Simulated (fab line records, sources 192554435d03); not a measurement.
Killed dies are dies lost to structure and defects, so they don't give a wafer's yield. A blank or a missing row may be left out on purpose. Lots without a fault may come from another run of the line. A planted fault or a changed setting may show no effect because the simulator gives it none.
fab line records | flow n5_finfet
record lots=7 wafers=21
route steps=1938 shown BEOL_M4@1031 BEOL_M5@1140 BEOL_M6@1236 BEOL_M7@1280
start_h: hours from the record's first day to the start of the lot's first wafer shown | wait_h: hours since the lot's step before | " the same as in the row above | L1.1+2: a row that stands for several wafers | - no value, or no start given | * or withheld: withheld | < > ~ a bound
route shown NAME@n: a module of which the file shows steps, and the number in the route of the first | usual: mean/standard deviation of fault-free wafers | same: alike in all rows | chamber/n: place in a boat | sites: the reading at each site | _std_site: their standard deviation | _edge_site: outer sites' mean less inner sites' | radius_mm: how far each site lies from the wafer's centre | mask NAME#n: copy n | behind: the tool/chamber that last shaped the wafer | hold: why the lot was held/for how many hours/how that ended | device: the transistor (n, p or np) that didn't switch | end of line: the same wafers' tests at the end of the route | a step without rows: its recipe alone | killed: dies lost to structure and defects at the first sort, not the wafer's yield | map: a wafer's dies, x killed, . not, _ none there
set.NAME: the setting as run; set.NAME@STEP: as run at that earlier step | model.NAME: the simulator's own value behind a step, which no gauge read
lots whose settings were changed on purpose; a table a step, a row a wafer
## steps
# step N5_BEOL_M4_EXPOSE_08
# recipe mask_id=M4 na=0.33 source_shape=dipole sigma_inner=0.369 sigma_outer=0.767 polarization=unpolarized dose_mj=41.25
# columns lot.wafer tool chamber start_h wait_h mask set.dose_mj
L074.1+4 euv_scanner-02 0 178.75 - M4#0 38.95
L074.2 " 0 " " M4#0 41.25
L075.2+4 euv_scanner-02 0 183.64 - M4#0 44.04
L075.6 " 0 " " M4#0 41.25
L082.2+3+4 euv_scanner-01 0 228.03 - M4#0 41.25
L085.2+4 euv_scanner-02 0 231.86 - M4#0 39.87
L085.5 " 0 " " M4#0 41.25
L088.2+4+6 euv_scanner-01 0 263.11 - M4#0 41.25
L091.1 euv_scanner-02 0 270.80 - M4#0 42.1
L091.2+6 " 0 " " M4#0 41.25
L097.2+5 euv_scanner-01 0 321.81 - M4#0 41.25
L097.4 " 0 " " M4#0 39.99
# step N5_BEOL_M4_PEB_09
# recipe peb_temp_c=100 peb_time_s=60 resist=CAR-EUV
# step N5_BEOL_M4_DEVELOP_10
# recipe develop_time_s=30 developer=TMAH resist=CAR-EUV rinse_liquid=surfactant_rinse dry=air_spin dev_temp_c=23
# step N5_BEOL_M4_CD_MEAS_11
# recipe target_cd_nm=16.79 landing_energy_ev=500 detector=se_inlens polarity=opening
# usual cd_nm=16.87/0.25
# columns lot.wafer tool chamber start_h wait_h set.dose_mj@BEOL_M4_EXPOSE_08 cd_nm
L074.1 cd_sem-03 0 178.88 - 38.95 15.73
L074.2 " 0 " " 41.25 16.75
L074.4 " 0 " " 38.95 15.86
L075.2 cd_sem-03 0 183.77 - 44.04 18.01
L075.4 " 0 " " 44.04 18.37
L075.6 " 0 " " 41.25 16.70
L082.2 cd_sem-03 0 228.15 - 41.25 16.92
L082.3 " 0 " " 41.25 16.88
L082.4 " 0 " " 41.25 16.92
L085.2 cd_sem-01 0 231.98 - 39.87 15.91
L085.4 " 0 " " 39.87 15.74
L085.5 " 0 " " 41.25 16.92
L088.2 cd_sem-03 0 263.23 - 41.25 17.13
L088.4 " 0 " " 41.25 16.73
L088.6 " 0 " " 41.25 16.34
L091.1 cd_sem-02 0 270.93 - 42.1 16.86
L091.2 " 0 " " 41.25 17.24
L091.6 " 0 " " 41.25 16.83
L097.2 cd_sem-01 0 321.93 - 41.25 16.99
L097.4 " 0 " " 39.99 16.14
L097.5 " 0 " " 41.25 16.80
# step N5_BEOL_M4_DESCUM_16
# recipe chemistry=O2 time_s=7 source_power_w=50 bias_power_w=20 pressure_mtorr=20 rf_frequency_hz=2.712e+07 temp_c=40 resist=CAR-EUV o2_flow_sccm=225
# columns lot.wafer tool chamber start_h wait_h set.spin_rpm@BEOL_M4_COAT_05 model.CAR-EUV_of_BEOL_M4_COAT_05.thk_nm
L074.1+4 rie_diel-05 0,2 179.00 0.0 1500 26
L074.2 " 1 " " 1500 26.2
L075.2 rie_diel-03 2 183.89 0.0 1350 27.8
L075.4 " 3 " " 1500 26.2
L075.6 " 3 " " 1500 26
L082.2+4 rie_diel-01 3,2 228.28 0.0 1634 24.8
L082.3 " 0 " " 1634 25
L085.2+4+5 rie_diel-03 0,3,0 232.56 0.5 1500 26
L088.2+4+6 rie_diel-05 3,1,0 263.83 0.5 1500 26.2
L091.1 rie_diel-03 3 273.79 2.8 1566 25.4
L091.2 " 1 " " 1500 26
L091.6 " 0 " " 1500 26.2
L097.2 rie_diel-03 3 322.06 0.0 1585 25.6
L097.4 " 1 " " 1500 26.2
L097.5 " 3 " " 1500 26.4
# step N5_BEOL_M4_ETCH_74
# recipe chemistry=N2/H2 target=underlayer target_depth_a=65 mask_material=CAR-EUV time_s=5.2 ion_energy_ev=200 pressure_mtorr=30 source_w=840 bias_w=150 n2_flow_sccm=200 h2_flow_sccm=200 ends=cleared
# columns lot.wafer tool chamber start_h wait_h set.dose_mj@BEOL_M4_EXPOSE_08 model.BEOL_M4.cd_offset_nm
L074.1 rie_diel-05 0 179.04 0.0 38.95 -1.4
L074.2 " 1 " " 41.25 0
L074.4 " 2 " " 38.95 -1.2
L075.2+4 rie_diel-03 2,3 183.93 0.0 44.04 1.4
L075.6 " 3 " " 41.25 0.4
L082.2+3+4 rie_diel-01 3,0,2 228.31 0.0 41.25 0.2
L085.2+4 rie_diel-03 0,3 232.59 0.0 39.87 -0.6
L085.5 " 0 " " 41.25 -0.2
L088.2 rie_diel-05 3 263.87 0.0 41.25 0.2
L088.4+6 " 1,0 " " 41.25 0
L091.1 rie_diel-03 3 273.82 0.0 42.1 0.2
L091.2 " 1 " " 41.25 -0.2
L091.6 " 0 " " 41.25 0
L097.2+5 rie_diel-03 3 322.09 0.0 41.25 -0.2
L097.4 " 1 " " 39.99 -0.8
# step N5_BEOL_M4_ETCH_63
# recipe chemistry=CF4 target=SiARC target_depth_a=156 mask_material=CAR-EUV time_s=26 ion_energy_ev=80 pressure_mtorr=40 source_w=545 bias_w=36 Ar_flow_sccm=100 cf4_flow_sccm=100 ends=cleared
# step N5_BEOL_M4_ETCH_64
# recipe chemistry=N2/H2 target=SOC target_depth_a=750 overetch_a=225 mask_material=SiARC temp_c=40 time_s=121.9 ion_energy_ev=200 pressure_mtorr=30 source_w=840 bias_w=150 n2_flow_sccm=200 h2_flow_sccm=200
# columns lot.wafer tool chamber start_h wait_h set.dose_mj@BEOL_M4_EXPOSE_08 model.BEOL_M4.cd_offset_nm
L074.1 rie_diel-05 0 179.08 0.0 38.95 -1.6
L074.2 " 1 " " 41.25 0
L074.4 " 2 " " 38.95 -1
L075.2+4 rie_diel-03 2,3 183.97 0.0 44.04 1.6
L075.6 " 3 " " 41.25 0.4
L082.2 rie_diel-01 3 228.36 0.0 41.25 0.2
L082.3+4 " 0,2 " " 41.25 0.4
L085.2+4 rie_diel-03 0,3 232.64 0.0 39.87 -0.8
L085.5 " 0 " " 41.25 -0.4
L088.2 rie_diel-05 3 263.91 0.0 41.25 0.4
L088.4+6 " 1,0 " " 41.25 0.2
L091.1 rie_diel-03 3 273.87 0.0 42.1 0
L091.2 " 1 " " 41.25 -0.4
L091.6 " 0 " " 41.25 -0.2
L097.2+5 rie_diel-03 3 322.14 0.0 41.25 -0.4
L097.4 " 1 " " 39.99 -1.2
# step N5_BEOL_M4_STRIP_65
# recipe chemistry=N2/H2 temp_c=40 n2_flow_sccm=200 h2_flow_sccm=200 rf_frequency_hz=6e+07
# step N5_BEOL_M4_STRIP_75
# recipe chemistry=N2/H2 temp_c=40 n2_flow_sccm=200 h2_flow_sccm=200 rf_frequency_hz=6e+07
# step N5_BEOL_M4_STRIP_66
# recipe chemistry=CF4 resist=SiARC power_w=300 bias_power_w=75 pressure_mtorr=50 cf4_flow_sccm=150 rf_frequency_hz=6e+07
# step N5_BEOL_M4_HM_OPEN_17
# recipe chemistry=Cl2/BCl3 target_depth_a=200 overetch_a=60 target=TiN mask_material=SOC ion_energy_ev=150 pressure_mtorr=10 icp_w=1000 bias_w=126 Cl2_flow_sccm=53.25 bcl3_flow_sccm=21.75 Ar_flow_sccm=25
# columns lot.wafer tool chamber start_h wait_h set.dose_mj@BEOL_M4_EXPOSE_08 model.BEOL_M4.cd_offset_nm
L074.1 rie_metal-03 0 179.26 0.0 38.95 -1.8
L074.2 " 1 " " 41.25 0
L074.4 " 1 " " 38.95 -1
L075.2 rie_metal-02 0 184.14 0.0 44.04 1.6
L075.4 " 0 " " 44.04 1.4
L075.6 " 0 " " 41.25 0.2
L082.2 rie_metal-01 1 228.53 0.0 41.25 0.2
L082.3 " 1 " " 41.25 0
L082.4 " 0 " " 41.25 0.4
L085.2 rie_metal-02 0 232.81 0.0 39.87 -0.8
L085.4 " 1 " " 39.87 -1
L085.5 " 0 " " 41.25 -0.4
L088.2 rie_metal-01 0 264.09 0.0 41.25 0.4
L088.4+6 " 0,1 " " 41.25 0
L091.1 rie_metal-02 0 274.05 0.0 42.1 -0.2
L091.2 " 1 " " 41.25 -0.6
L091.6 " 1 " " 41.25 -0.4
L097.2 rie_metal-02 1 322.34 0.1 41.25 -0.6
L097.4 " 1 " " 39.99 -1.4
L097.5 " 1 " " 41.25 -0.4
# step N5_BEOL_M4_STRIP_19
# recipe chemistry=O2 power_w=400 temp_c=40 pressure_mtorr=30 rf_frequency_hz=6e+07 bias_power_w=0 overash_fraction=0.2 o2_flow_sccm=225
# step N5_BEOL_M4_CD_MEAS_18
# recipe pitch_nm=36 target_cd_nm=18
# usual cd_nm=17.9/0.37
# columns lot.wafer tool chamber start_h wait_h set.dose_mj@BEOL_M4_EXPOSE_08 cd_nm
L074.1 cd_sem-01 - 179.47 0.0 38.95 16.3
L074.2 " - " " 41.25 18.1
L074.4 " - " " 38.95 17.0
L075.2 cd_sem-01 - 184.33 0.1 44.04 19.4
L075.4 " - " " 44.04 19.5
L075.6 " - " " 41.25 18.4
L082.2 cd_sem-02 - 228.94 0.1 41.25 18.2
L082.3 " - " " 41.25 18.0
L082.4 " - " " 41.25 18.0
L085.2 cd_sem-02 - 233.00 0.1 39.87 17.1
L085.4 " - " " 39.87 16.9
L085.5 " - " " 41.25 17.4
L088.2 cd_sem-01 - 264.29 0.1 41.25 18.2
L088.4 " - " " 41.25 18.1
L088.6 " - " " 41.25 18.2
L091.1 cd_sem-01 - 274.24 0.1 42.1 17.8
L091.2 " - " " 41.25 17.9
L091.6 " - " " 41.25 17.3
L097.2 cd_sem-01 - 322.58 0.1 41.25 17.4
L097.4 " - " " 39.99 16.6
L097.5 " - " " 41.25 17.3
# step N5_BEOL_M4_COAT_67
# recipe resist=SOC temp_c=250 time_s=60 spin_rpm=1500 resist_thk_nm=60
# step N5_BEOL_M4_COAT_68
# recipe resist=SiARC temp_c=220 time_s=60 spin_rpm=1500 resist_thk_nm=12
# step N5_BEOL_M4_PRECLEAN_42
# recipe chemistry=residue_remover time_s=60 temp_c=40
# step N5_BEOL_M4_SRD_43
# recipe time_s=30 temp_c=23 rinse_liquid=diw dry=ipa_marangoni
# step N5_BEOL_M4_CD_MEAS_35
# recipe target_cd_nm=18 target_cd_y_nm=22.4 polarity=opening
# usual cd_nm=17.9/0.36
# columns lot.wafer tool chamber start_h wait_h set.dose_mj@BEOL_M4_EXPOSE_08 cd_nm
L074.1 cd_sem-03 - 198.58 0.0 38.95 16.3
L074.2 " - " " 41.25 18.1
L074.4 " - " " 38.95 16.8
L075.2 cd_sem-02 - 205.43 0.0 44.04 19.4
L075.4 " - " " 44.04 19.5
L075.6 " - " " 41.25 18.2
L082.2 cd_sem-01 - 239.55 0.0 41.25 17.9
L082.3 " - " " 41.25 17.7
L082.4 " - " " 41.25 18.0
L085.2 cd_sem-01 - 247.66 0.0 39.87 17.0
L085.4 " - " " 39.87 17.0
L085.5 " - " " 41.25 17.6
L088.2 cd_sem-03 - 287.02 0.0 41.25 18.2
L088.4 " - " " 41.25 17.9
L088.6 " - " " 41.25 18.2
L091.1 cd_sem-03 - 302.93 0.0 42.1 17.6
L091.2 " - " " 41.25 17.3
L091.6 " - " " 41.25 17.6
L097.2 cd_sem-03 - 339.04 0.0 41.25 17.4
L097.4 " - " " 39.99 16.8
L097.5 " - " " 41.25 17.5
# step N5_BEOL_M5_COAT_66
# recipe resist=SiARC temp_c=220 time_s=60 spin_rpm=1500 resist_thk_nm=12
# columns lot.wafer tool chamber start_h wait_h set.spin_rpm model.SiARC_of_BEOL_M5_COAT_66.thk_nm
L074.1+2+4 litho_track-05 0 - - 1500 12
L075.2 litho_track-05 0 - - 1627 11.6
L075.4+6 " 0 " " 1500 12
L082.2+4 litho_track-01 0 - - 1500 12
L082.3 " 0 " " 1422 12.2
L085.2+5 litho_track-01 0 - - 1500 12
L085.4 " 0 " " 1337 12.8
L088.2+4+6 litho_track-01 0 - - 1500 12
L091.1+2 litho_track-04 0 - - 1413 12.4
L091.6 " 0 " " 1500 12
L097.2+5 litho_track-04 0 - - 1631 11.6
L097.4 " 0 " " 1500 12
# step N5_BEOL_M5_COAT_74
# recipe resist=underlayer temp_c=205 time_s=60 spin_rpm=1500 resist_thk_nm=5
# columns lot.wafer tool chamber start_h wait_h set.spin_rpm
L074.1+2 litho_track-05 0 - - 1411
L074.4 " 0 " " 1500
L075.2+4+6 litho_track-05 0 - - 1500
L082.2+3+4 litho_track-01 0 - - 1500
L085.2+4+5 litho_track-01 0 - - 1500
L088.2+4+6 litho_track-01 0 - - 1500
L091.1+2+6 litho_track-04 0 - - 1374
L097.2+5 litho_track-04 0 - - 1500
L097.4 " 0 " " 1361
# step N5_BEOL_M5_COAT_22
# recipe resist=CAR-EUV spin_rpm=1500 resist_thk_nm=30
# step N5_BEOL_M5_EBR_24
# recipe solvent=PGMEA ebr_width_mm=1.5
# step N5_BEOL_M5_DESCUM_33
# recipe chemistry=O2 time_s=7 source_power_w=50 bias_power_w=20 pressure_mtorr=20 rf_frequency_hz=2.712e+07 temp_c=40 resist=CAR-EUV o2_flow_sccm=225
# step N5_BEOL_M5_ETCH_75
# recipe chemistry=N2/H2 target=underlayer target_depth_a=65 mask_material=CAR-EUV time_s=5.2 ion_energy_ev=200 pressure_mtorr=30 source_w=840 bias_w=150 n2_flow_sccm=200 h2_flow_sccm=200 ends=cleared
# columns lot.wafer tool chamber start_h wait_h set.spin_rpm@BEOL_M5_COAT_74 model.etch.depth_nm
L074.1 rie_diel-04 2 213.23 0.0 1411 5.166
L074.2 " 0 " " 1411 5.179
L074.4 " 3 " " 1500 5.02
L075.2 rie_diel-06 1 216.78 0.0 1500 5.018
L075.4 " 2 " " 1500 5.002
L075.6 " 2 " " 1500 5.02
L082.2 rie_diel-06 0 252.49 0.0 1500 5.045
L082.3 " 1 " " 1500 5.043
L082.4 " 3 " " 1500 5.028
L085.2 rie_diel-02 2 256.31 0.0 1500 5.013
L085.4 " 3 " " 1500 5.015
L085.5 " 1 " " 1500 5.005
L088.2 rie_diel-04 0 296.00 0.0 1500 4.999
L088.4+6 " 2,0 " " 1500 4.998
L091.1 rie_diel-06 1 314.91 0.0 1374 5.22
L091.2 " 3 " " 1374 5.238
L091.6 " 3 " " 1374 5.226
L097.2 rie_diel-02 2 350.30 0.0 1500 5.034
L097.4 " 0 " " 1361 5.285
L097.5 " 1 " " 1500 5.028
# step N5_BEOL_M5_ETCH_67
# recipe chemistry=CF4 target=SiARC target_depth_a=156 mask_material=CAR-EUV time_s=26 ion_energy_ev=80 pressure_mtorr=40 source_w=545 bias_w=36 Ar_flow_sccm=100 cf4_flow_sccm=100 ends=cleared
# columns lot.wafer tool chamber start_h wait_h set.spin_rpm@BEOL_M5_COAT_66 model.CAR-EUV_of_BEOL_M5_COAT_22.thk_nm model.etch.depth_nm
L074.1 rie_diel-04 2 213.25 0.0 1500 11 12.04
L074.2 " 0 " " 1500 11 12.05
L074.4 " 3 " " 1500 11.2 12.04
L075.2 rie_diel-06 1 216.80 0.0 1627 11.4 11.61
L075.4 " 2 " " 1500 11 12.03
L075.6 " 2 " " 1500 11 12.08
L082.2+4 rie_diel-06 0,3 252.51 0.0 1500 11.2 11.98
L082.3 " 1 " " 1422 11 12.28
L085.2 rie_diel-02 2 256.33 0.0 1500 11.2 12.05
L085.4 " 3 " " 1337 10.6 12.74
L085.5 " 1 " " 1500 11.2 12.06
L088.2 rie_diel-04 0 296.02 0.0 1500 11.4 11.96
L088.4 " 2 " " 1500 11.4 11.98
L088.6 " 0 " " 1500 11.2 11.98
L091.1 rie_diel-06 1 314.92 0.0 1413 10.6 12.39
L091.2 " 3 " " 1413 10.6 12.43
L091.6 " 3 " " 1500 11 12.02
L097.2 rie_diel-02 2 350.32 0.0 1631 11.6 11.5
L097.4 " 0 " " 1500 10.8 12.07
L097.5 " 1 " " 1631 11.4 11.52
# step N5_BEOL_M6_VIA_ETCH_34
# recipe chemistry=C4F6/O2 target=SiCOH_lowk target_depth_a=1263 mask_material=SOC taper_deg=4 time_s=50.9 ion_energy_ev=250 pressure_mtorr=30 source_w=345 bias_w=185 Ar_flow_sccm=300 C4F6_flow_sccm=10 O2_flow_sccm=10
# columns lot.wafer tool chamber start_h wait_h set.time_s model.etch.depth_nm model.SOC_of_BEOL_M6_COAT_63.thk_nm
L074.1 rie_diel-05 2 224.81 0.0 50.9 124.5 53.6
L074.2 " 1 " " 50.9 125 54.2
L074.4 " 0 " " 50.9 124.3 54
L075.2+6 rie_diel-05 2,0 231.21 0.0 50.9 126.5 54
L075.4 " 0 " " 50.9 125.5 54
L082.2 rie_diel-05 2 266.72 0.0 50.9 124.2 54.2
L082.3 " 1 " " 50.9 123.7 54
L082.4 " 0 " " 50.9 124.2 54
L085.2 rie_diel-03 1 274.37 0.0 39.73 99.54 54.8
L085.4 " 2 " " 50.9 123.2 53.6
L085.5 " 2 " " 39.73 95.37 55
L088.2 rie_diel-05 1 307.59 0.0 50.9 124 54
L088.4 " 3 " " 50.9 128.4 53.8
L088.6 " 2 " " 50.9 123.6 53.8
L091.1 rie_diel-03 2 329.46 0.0 60.17 145.9 53
L091.2 " 1 " " 60.17 153 52.4
L091.6 " 1 " " 50.9 128.5 53.8
L097.2 rie_diel-03 1 361.99 0.0 50.9 128.3 53.8
L097.4 " 0 " " 50.9 128 53.8
L097.5 " 1 " " 50.9 128.4 53.8
# step N5_BEOL_M7_ETCH_61
# recipe chemistry=CF4 target=SiARC target_depth_a=455 mask_material=CAR-ArF time_s=75.8 ion_energy_ev=80 pressure_mtorr=40 source_w=545 bias_w=36 Ar_flow_sccm=100 cf4_flow_sccm=100 ends=cleared
# usual rf_vpp_V=183.8/1.1
# columns lot.wafer tool chamber start_h wait_h set.source_w rf_vpp_V
L074.1 rie_diel-06 1 232.40 0.0 545 184.4
L074.2 " 3 " " 490.7 190.0
L074.4 " 0 " " 490.7 191.6
L075.2 rie_diel-02 1 236.90 0.0 545 185.2
L075.4 " 3 " " 545 183.9
L075.6 " 1 " " 510 189.7
L082.2 rie_diel-02 0 273.24 0.0 503.4 190.5
L082.3 " 2 " " 545 184.1
L082.4 " 3 " " 545 183.1
L085.2 rie_diel-02 0 278.76 0.0 545 183.7
L085.4 " 2 " " 545 183.4
L085.5 " 3 " " 496.5 189.4
L088.2 rie_diel-02 2 315.89 0.0 545 183.5
L088.4 " 1 " " 545 184.7
L088.6 " 3 " " 545 183.5
L091.1 rie_diel-02 3 335.09 0.0 545 184.7
L091.2 " 1 " " 545 185.4
L091.6 " 0 " " 545 185.2
L097.2 rie_diel-06 3 368.28 0.0 631 176.8
L097.4 " 2 " " 545 183.2
L097.5 " 3 " " 631 174.0
## key
split step=N5_BEOL_M4_EXPOSE_08 setting=dose_mj stated=41.25 by=wafer
response step=N5_BEOL_M4_CD_MEAS_11 reading=cd_nm change=+0.207 per=1% r=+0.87
response step=N5_BEOL_M4_ETCH_74 reading=model.BEOL_M4.cd_offset_nm change=+0.175 per=1% r=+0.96
response step=N5_BEOL_M4_ETCH_64 reading=model.BEOL_M4.cd_offset_nm change=+0.195 per=1% r=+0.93
response step=N5_BEOL_M4_HM_OPEN_17 reading=model.BEOL_M4.cd_offset_nm change=+0.213 per=1% r=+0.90
response step=N5_BEOL_M4_CD_MEAS_18 reading=cd_nm change=+0.193 per=1% r=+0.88
response step=N5_BEOL_M4_CD_MEAS_35 reading=cd_nm change=+0.214 per=1% r=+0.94
split step=N5_BEOL_M5_COAT_66 setting=spin_rpm stated=1500 by=wafer
response step=N5_BEOL_M5_COAT_66 reading=model.SiARC_of_BEOL_M5_COAT_66.thk_nm change=-0.0579 per=1% r=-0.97
response step=N5_BEOL_M5_ETCH_67 reading=model.CAR-EUV_of_BEOL_M5_COAT_22.thk_nm change=+0.0593 per=1% r=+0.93
response step=N5_BEOL_M5_ETCH_67 reading=model.etch.depth_nm change=-0.0607 per=1% r=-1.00
split step=N5_BEOL_M5_COAT_74 setting=spin_rpm stated=1500 by=wafer
response step=N5_BEOL_M5_ETCH_75 reading=model.etch.depth_nm change=-0.0268 per=1% r=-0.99
split step=N5_BEOL_M6_VIA_ETCH_34 setting=time_s stated=50.9 by=wafer
response step=N5_BEOL_M6_VIA_ETCH_34 reading=model.etch.depth_nm change=+1.16 per=1% r=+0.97
response step=N5_BEOL_M6_VIA_ETCH_34 reading=model.SOC_of_BEOL_M6_COAT_63.thk_nm change=-0.0597 per=1% r=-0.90
split step=N5_BEOL_M7_ETCH_61 setting=source_w stated=545 by=wafer
response step=N5_BEOL_M7_ETCH_61 reading=rf_vpp_V change=-0.615 per=1% r=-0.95
split outside_this_file step=N5_BEOL_M4_COAT_05 setting=spin_rpm
# split outside_this_file: this setting was split too, and the file shows its column; the key of that split is in another file
